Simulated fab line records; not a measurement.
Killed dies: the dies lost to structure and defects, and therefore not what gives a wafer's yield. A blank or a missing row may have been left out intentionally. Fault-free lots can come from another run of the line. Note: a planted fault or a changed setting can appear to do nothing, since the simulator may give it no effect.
fab line records -- flow nand-harc
record lots=6, wafers=18, last-day=34
route steps=1302 shown A_CONTACT@1091
lots that met no fault: from a run of the same line without faults
start-h: hours from the record's first day to the start of the lot's first wafer shown -- wait-h: time in hours since the lot's previous step -- " unchanged from the row above -- L1.1+2: a single row standing in for several wafers -- - value missing, or start not given -- * or withheld: withheld -- < > ~ a bound
route shown NAME@n: NAME is a module with steps in the file, n the number in the route of the first one -- usual: mean and standard deviation over wafers with no fault -- same: alike in all rows -- chamber/n: place in a boat -- sites: each site's reading -- _std_site: standard deviation across them -- _edge_site: the outer-site mean with the inner-site mean subtracted -- radius-mm: how far each site lies from the wafer's centre -- mask NAME#n: copy n -- behind: the tool/chamber that last shaped the wafer -- hold: cause of the lot's hold/its duration in hours/its outcome -- device: the n, p or np transistor that did not switch -- end of line: the same wafers' tests at the end of the route -- where a step has no rows: the recipe by itself -- killed: dies lost to structure and defects at the first sort, not the wafer's yield -- map: per-die view of a wafer (x killed, . not killed, _ where there is no die)
set.NAME: the run value of the setting; set.NAME@STEP: its run value at that earlier step -- model.NAME: the simulator's own value behind a step, which no gauge read
a table for each step, a row for each wafer; lots at some steps of the route
services: the hour from which a tool's chamber was out of use, counted from the record's first day as start-h (under 0 if before that day), plus the number of hours and why
## steps
# step NHARC_A_CONTACT_ETCH_139
# recipe source-w=withheld, pressure-mtorr=20, bias-v=400, time-s=195, target-depth-a=8400, ar-flow-sccm=withheld, c4f8-flow-sccm=11.5, o2-flow-sccm=7.2, chemistry=C4F8/O2/Ar
# usual chamber-pressure-mTorr=20.002/0.018
lot.wafer,tool,chamber,start-h,wait-h,chamber-pressure-mTorr,rf-hours-counter-h
L897.2,har-cap-etch-01,0,574.28,0.2,19.997,12
L897.4,har-cap-etch-01,1,574.28,0.2,20.009,-
L897.6,har-cap-etch-01,0,574.28,0.2,20.020,-
L899.2,har-cap-etch-03,0,602.17,0.2,20.015,58
L899.4,har-cap-etch-03,0,602.17,0.2,20.006,-
L899.6,har-cap-etch-03,0,602.17,0.2,19.980,-
L904.3,har-cap-etch-01,0,651.13,0.2,20.014,-
L904.6,har-cap-etch-01,1,651.13,0.2,20.024,-
L904.5,har-cap-etch-01,0,651.13,0.2,19.971,-
L910.3,har-cap-etch-02,0,697.40,0.2,20.003,-
L910.4,har-cap-etch-02,1,697.40,0.2,20.009,-
L910.6,har-cap-etch-02,1,697.40,0.2,20.013,-
L913.2,har-cap-etch-02,1,728.91,0.3,20.022,125
L913.5,har-cap-etch-02,0,728.91,0.3,20.006,-
L913.6,har-cap-etch-02,1,728.91,0.3,20.009,-
L914.1,har-cap-etch-01,0,761.71,0.2,20.022,50
L914.3,har-cap-etch-01,1,761.71,0.2,19.997,-
L914.4,har-cap-etch-01,0,761.71,0.2,19.973,-
# step NHARC_A_CONTACT_ETCH_92
# recipe target-depth-a=400, over-etch-frac=0.5, time-s=85.7, ion-energy-ev=120, ch3f-flow-sccm=50, o2-flow-sccm=30, ar-flow-sccm=200, rf-w=500, bias-w=100, chemistry=CH3F/O2
# step NHARC_A_CONTACT_ETCH_98
# recipe target-depth-a=200, over-etch-frac=0.5, time-s=10, ion-energy-ev=250, c4f6-flow-sccm=25, o2-flow-sccm=20, ar-flow-sccm=500, rf-w=600, bias-w=500, chemistry=C4F6/O2
# usual chamber-pressure-mTorr=30.000/0.026, drypump-motor-current-A=5.5/0.46, o2-flow-sccm=20.00/0.061, oes-product-au=0.952/0.021, rf-vpp-V=548.0/2.7, showerhead-plenum-p-Torr=3.98/0.14, throttle-valve-pct=26.902/0.0093
lot.wafer,tool,chamber,start-h,wait-h,chamber-pressure-mTorr,drypump-motor-current-A,o2-flow-sccm,oes-product-au,rf-hours-counter-h,rf-vpp-V,showerhead-plenum-p-Torr,throttle-valve-pct
L897.2,rie-diel-07,2,-,-,30.002,5.5,20.04,0.952,13,546.3,3.90,26.903
L897.4,rie-diel-07,1,-,-,30.011,5.7,19.97,0.939,19,550.7,4.15,26.892
L897.6,rie-diel-07,2,-,-,30.017,5.5,19.97,0.956,-,545.2,3.90,26.910
L899.4,rie-diel-11,3,-,-,29.988,5.2,19.98,0.961,52,547.6,3.97,26.910
L899.2,rie-diel-11,2,-,-,29.999,5.7,19.97,0.941,57,544.3,3.74,26.906
L899.6,rie-diel-11,3,-,-,30.019,5.2,20.00,0.970,-,546.6,3.97,26.899
L904.3,rie-diel-04,3,-,-,29.957,5.2,20.01,0.930,35,551.1,4.20,26.895
L904.6,rie-diel-04,3,-,-,30.074,5.2,20.02,0.933,-,553.4,4.20,26.912
L904.5,rie-diel-04,0,-,-,29.975,5.5,20.04,0.942,-,552.2,4.17,26.907
L910.4,rie-diel-11,2,-,-,29.953,5.6,19.80,0.935,26,543.1,3.72,26.895
L910.3,rie-diel-11,3,-,-,29.999,5.1,20.03,0.939,17,547.0,3.96,26.921
L910.6,rie-diel-11,1,-,-,30.006,6.2,19.96,0.993,-,545.1,3.76,26.904
L913.2,rie-diel-07,3,-,-,29.998,6.0,20.01,0.925,11,548.9,4.01,26.908
L913.6,rie-diel-07,2,-,-,29.998,5.5,20.12,0.961,-,546.3,3.88,26.902
L913.5,rie-diel-07,3,-,-,29.990,5.9,20.07,0.928,-,549.3,4.01,26.908
L914.3,rie-diel-07,0,-,-,30.018,4.7,19.96,0.954,16,546.9,3.90,26.907
L914.1,rie-diel-07,1,-,-,30.040,5.8,20.01,0.948,16,550.8,4.13,26.895
L914.4,rie-diel-07,2,-,-,30.036,5.5,20.04,0.950,17,546.5,3.88,26.894
# step NHARC_A_CONTACT_CD_MEAS_15
# usual cd-nm=190.1/0.7
lot.wafer,tool,chamber,start-h,wait-h,cd-nm
L897.2,cd-sem-03,-,575.01,-,190.3
L897.4,cd-sem-03,-,575.01,-,190.7
L897.6,cd-sem-03,-,575.01,-,191.3
L899.2,cd-sem-01,-,602.97,-,191.1
L899.4,cd-sem-01,-,602.97,-,190.4
L899.6,cd-sem-01,-,602.97,-,190.4
L904.3,cd-sem-03,-,651.77,-,189.1
L904.5,cd-sem-03,-,651.77,-,189.6
L904.6,cd-sem-03,-,651.77,-,189.3
L910.3,cd-sem-03,-,698.10,-,189.3
L910.4,cd-sem-03,-,698.10,-,190.0
L910.6,cd-sem-03,-,698.10,-,190.5
L913.2,cd-sem-02,-,729.71,-,190.7
L913.5,cd-sem-02,-,729.71,-,191.2
L913.6,cd-sem-02,-,729.71,-,190.7
L914.1,cd-sem-02,-,762.43,-,190.1
L914.3,cd-sem-02,-,762.43,-,189.6
L914.4,cd-sem-02,-,762.43,-,190.2
# step NHARC_A_CONTACT_STRIP_107
# recipe n2-flow-sccm=150, h2-flow-sccm=150, ar-flow-sccm=0, bias-w=0, chemistry=N2/H2
# step NHARC_A_CONTACT_STRIP_108
# recipe cf4-flow-sccm=100, chf3-flow-sccm=30, ar-flow-sccm=0, bias-w=0, chemistry=CF4/CHF3
# step NHARC_A_CONTACT_STRIP_109
# recipe o2-flow-sccm=400, cos-flow-sccm=20, ar-flow-sccm=0, bias-w=0, chemistry=O2/COS
# step NHARC_A_CONTACT_ETCH_110
# recipe target-depth-a=600, overetch-a=60, time-s=33, ion-energy-ev=100, cf4-flow-sccm=80, o2-flow-sccm=20, ar-flow-sccm=0, rf-w=300, bias-w=100, chemistry=CF4/O2
# usual chamber-pressure-mTorr=29.998/0.028, drypump-motor-current-A=5.5/0.44, o2-flow-sccm=20.00/0.061, oes-product-au=0.996/0.012, rf-vpp-V=198.4/1.2, showerhead-plenum-p-Torr=1.36/0.049, throttle-valve-pct=13.397/0.0093
lot.wafer,tool,chamber,start-h,wait-h,chamber-pressure-mTorr,drypump-motor-current-A,o2-flow-sccm,oes-product-au,rf-hours-counter-h,rf-vpp-V,showerhead-plenum-p-Torr,throttle-valve-pct
L897.4,rie-diel-07,1,575.47,0.0,30.057,5.8,19.99,1.002,19,199.9,1.42,13.391
L897.2,rie-diel-07,2,575.47,0.0,29.987,5.5,19.95,1.020,13,199.3,1.32,13.380
L897.6,rie-diel-07,2,575.47,0.0,30.005,5.5,20.07,1.009,-,197.2,1.32,13.379
L899.4,rie-diel-11,3,603.26,0.1,30.045,5.2,20.08,0.993,52,198.3,1.35,13.393
L899.2,rie-diel-11,0,603.26,0.1,30.024,5.5,20.02,0.987,49,195.3,1.24,13.397
L899.6,rie-diel-11,1,603.26,0.1,29.992,6.2,19.93,1.018,-,197.7,1.28,13.387
L904.3,rie-diel-04,3,652.08,0.1,29.988,5.2,20.01,0.993,35,199.5,1.44,13.389
L904.5,rie-diel-04,0,652.08,0.1,29.998,5.5,20.01,0.977,-,199.3,1.42,13.404
L904.6,rie-diel-04,1,652.08,0.1,29.998,6.0,19.97,0.975,-,199.8,1.41,13.388
L910.3,rie-diel-07,0,698.40,0.1,29.978,4.7,20.07,1.005,6,197.8,1.33,13.389
L910.4,rie-diel-07,2,698.40,0.1,30.001,5.5,20.03,1.005,6,198.2,1.32,13.390
L910.6,rie-diel-07,3,698.40,0.1,30.063,6.0,19.93,0.987,-,198.5,1.37,13.397
L913.2,rie-diel-07,3,730.01,0.1,30.015,6.0,19.91,0.987,11,199.0,1.37,13.395
L913.6,rie-diel-07,2,730.01,0.1,30.006,5.5,19.94,1.015,-,197.2,1.32,13.400
L913.5,rie-diel-07,3,730.01,0.1,30.029,6.0,19.94,0.990,-,197.6,1.37,13.393
L914.4,rie-diel-07,2,762.73,0.0,29.992,5.5,20.00,1.011,17,198.8,1.32,13.396
L914.1,rie-diel-07,3,762.73,0.0,29.992,6.0,19.97,0.984,17,197.9,1.36,13.392
L914.3,rie-diel-07,0,762.73,0.0,30.019,4.7,19.95,1.004,16,197.8,1.33,13.399
# step NHARC_A_CONTACT_STRIP_26
# recipe o2-flow-sccm=500, ar-flow-sccm=0, bias-w=0, chemistry=O2
# usual chamber-pressure-mTorr=60.00/0.054, drypump-motor-current-A=5.5/0.44, o2-flow-sccm=499.8/1.5, oes-product-au=0.996/0.011, rf-vpp-V=57.8/0.92, showerhead-plenum-p-Torr=3.59/0.13, throttle-valve-pct=17.036/0.0091
lot.wafer,tool,chamber,start-h,wait-h,chamber-pressure-mTorr,drypump-motor-current-A,o2-flow-sccm,oes-product-au,rf-hours-counter-h,rf-vpp-V,showerhead-plenum-p-Torr,throttle-valve-pct
L897.4,rie-diel-07,3,-,-,59.98,6.0,497.7,1.013,19,58.2,3.62,17.040
L897.2,rie-diel-07,0,-,-,60.06,4.7,498.0,0.996,15,57.8,3.53,17.050
L897.6,rie-diel-07,2,-,-,59.99,5.5,500.4,1.015,-,56.7,3.50,17.023
L899.4,rie-diel-11,2,-,-,60.03,5.7,497.5,0.987,57,56.7,3.36,17.025
L899.2,rie-diel-11,3,-,-,60.04,5.2,497.8,1.005,52,56.4,3.57,17.030
L899.6,rie-diel-11,0,-,-,60.05,5.5,499.8,0.990,-,57.3,3.28,17.033
L904.3,rie-diel-04,0,-,-,59.99,5.5,501.2,0.987,40,56.3,3.75,17.044
L904.5,rie-diel-04,3,-,-,59.92,5.2,501.9,0.982,-,57.6,3.79,17.032
L904.6,rie-diel-04,0,-,-,60.02,5.5,501.1,0.990,-,58.9,3.75,17.041
L910.3,rie-diel-07,2,-,-,60.03,5.5,500.4,1.005,6,58.5,3.49,17.028
L910.4,rie-diel-07,1,-,-,60.07,5.8,499.8,1.002,6,58.8,3.73,17.034
L910.6,rie-diel-07,3,-,-,60.06,6.0,499.2,0.983,-,56.9,3.61,17.035
L913.2,rie-diel-07,0,-,-,59.97,4.7,498.7,0.997,10,58.2,3.51,17.041
L913.5,rie-diel-07,0,-,-,59.90,4.7,500.7,0.992,-,57.1,3.51,17.029
L913.6,rie-diel-07,1,-,-,59.98,5.7,498.5,1.007,-,58.5,3.73,17.030
L914.1,rie-diel-07,1,-,-,60.00,5.8,499.7,1.011,16,58.1,3.72,17.026
L914.3,rie-diel-07,2,-,-,60.00,5.5,498.2,1.018,17,57.7,3.49,17.049
L914.4,rie-diel-07,0,-,-,59.93,4.7,501.9,1.000,16,58.8,3.51,17.031
# step NHARC_A_CONTACT_STRIP_27
# recipe time-s=600, temp-c=30, chemistry=post-etch-residue-remover
# step NHARC_A_CONTACT_ALD_18
# recipe target-thk-a=30, pulse-time-s=1, ald-cycles=150, temp-c=450, material=TiN
# usual heater-power-outer-w=675/59, heater-power-w=1067/83, precursor-pulse-height-rel=1.000/0.02
lot.wafer,tool,chamber,start-h,wait-h,heater-power-outer-w,heater-power-w,precursor-pulse-height-rel
L897.4,ald-metal-02,3,576.16,-,668,1063,0.972
L897.2,ald-metal-02,0,576.16,-,669,1041,1.019
L897.6,ald-metal-02,1,576.16,-,680,1007,1.018
L899.2,ald-metal-01,0,603.92,-,680,1057,1.003
L899.6,ald-metal-01,1,603.92,-,675,1017,0.997
L899.4,ald-metal-01,2,603.92,-,616,1036,0.986
L904.3,ald-metal-02,2,652.80,-,701,1122,1.013
L904.5,ald-metal-02,3,652.80,-,715,1129,1.013
L904.6,ald-metal-02,0,652.80,-,682,1056,0.984
L910.3,ald-metal-02,0,699.04,-,685,1053,0.989
L910.4,ald-metal-02,1,699.04,-,678,1026,0.977
L910.6,ald-metal-02,1,699.04,-,690,1025,0.996
L913.2,ald-metal-02,0,730.67,-,684,1027,0.994
L913.5,ald-metal-02,3,730.67,-,701,1100,1.000
L913.6,ald-metal-02,0,730.67,-,690,1064,0.995
L914.1,ald-metal-01,2,763.38,-,619,953,1.012
L914.4,ald-metal-01,3,763.38,-,786,1257,0.997
L914.3,ald-metal-01,1,763.38,-,670,1007,0.967
# step NHARC_A_CONTACT_CVD_19
# recipe target-thk-a=3000, temp-c=300, pressure-torr=40, wf6-flow-sccm=40, h2-flow-sccm=1600, ar-flow-sccm=1560, time-s=802, material=W
# step NHARC_A_CONTACT_CMP_20
# recipe t-overpolish-s=30, target-thk-nm=300
# usual motor-current-A=12.3/1.5, overpolish-run-s=30.000/0.009, slurry-flow-ml-min=149.9/0.49, time-to-endpoint-s=60/3.1
lot.wafer,tool,chamber,start-h,wait-h,motor-current-A,overpolish-run-s,slurry-flow-ml-min,time-to-endpoint-s
L897.2,cmp-02,2,577.25,0.7,11.1,30.001,150.1,27
L897.4,cmp-02,3,577.25,0.7,12.1,30.013,149.5,34
L897.6,cmp-02,0,577.25,0.7,15.9,30.008,149.8,32
L899.4,cmp-02,2,605.08,0.5,10.9,29.993,150.1,30
L899.2,cmp-02,3,605.08,0.5,11.4,29.986,149.3,34
L899.6,cmp-02,1,605.08,0.5,10.7,29.995,150.0,34
L904.3,cmp-03,3,653.93,0.6,12.5,29.997,150.0,59
L904.5,cmp-03,0,653.93,0.6,10.5,29.994,149.7,60
L904.6,cmp-03,1,653.93,0.6,11.1,29.988,149.7,57
L910.4,cmp-02,0,700.17,0.6,14.7,29.993,150.0,63
L910.3,cmp-02,1,700.17,0.6,11.2,30.003,149.8,64
L910.6,cmp-02,3,700.17,0.6,12.1,29.990,149.9,62
L913.2,cmp-04,3,731.76,0.7,14.4,29.988,150.6,61
L913.5,cmp-04,2,731.76,0.7,12.7,30.002,150.3,62
L913.6,cmp-04,3,731.76,0.7,13.8,30.005,150.3,60
L914.1,cmp-02,2,764.47,0.8,10.8,30.005,149.4,52
L914.3,cmp-02,3,764.47,0.8,11.7,30.000,151.0,61
L914.4,cmp-02,0,764.47,0.8,15.0,30.004,150.0,67
## services
tool,chamber,start-h,hours,kind
rie-diel-07,3,553.47,4.7,repair
ald-metal-01,3,564.45,6.5,repair
rie-diel-07,1,580.12,5.6,repair
cmp-02,-,583.54,0.9,repair
rie-diel-07,1,589.30,32.4,repair
rie-diel-04,3,595.62,12.3,repair
ald-metal-01,3,602.60,2.2,repair
cmp-02,-,605.38,0.5,repair
ald-metal-02,-,610.00,10.0,pm
rie-diel-11,-,611.84,9.0,pm
rie-diel-07,3,620.84,6.6,repair
cmp-02,-,624.59,4.0,pm
rie-diel-11,3,634.12,19.6,repair
ald-metal-01,0,639.38,31.1,repair
rie-diel-07,-,649.49,9.0,pm
ald-metal-02,2,670.27,4.2,repair
rie-diel-04,0,677.84,7.8,repair
cmp-02,-,697.32,0.8,repair
rie-diel-04,-,715.32,9.0,pm
cmp-02,-,722.59,4.0,pm
har-cap-etch-01,-,726.84,0.8,repair
rie-diel-04,-,731.24,0.5,repair
rie-diel-04,3,734.42,5.4,repair
ald-metal-02,0,755.91,18.2,repair
## key
first-sign step=NHARC_A_CONTACT_CMP_20, reading=time-to-endpoint-s, direction=down, sigmas=8.9, usual=*, struck=*
effect none on later readings
met-at NHARC_A_CONTACT_CMP_20
struck-wafers L897.2,L897.4,L897.6,L899.2,L899.4,L899.6
tester-left-out L897,L899
fault kind=process-parameter-drift, tool=cmp-02, chamber=-, onset-h=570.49, steps=NHARC_A_CONTACT_CMP_20, channel=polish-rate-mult, offset=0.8, shape=step, end-h=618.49
# tester-left-out: of these lots the tester's yield and bins aren't shown, on N5 and GAA mostly nor the transistor test; their killed dies are dies lost to structure and defects alone, not to doping, threshold or leakage, so they don't give the yield
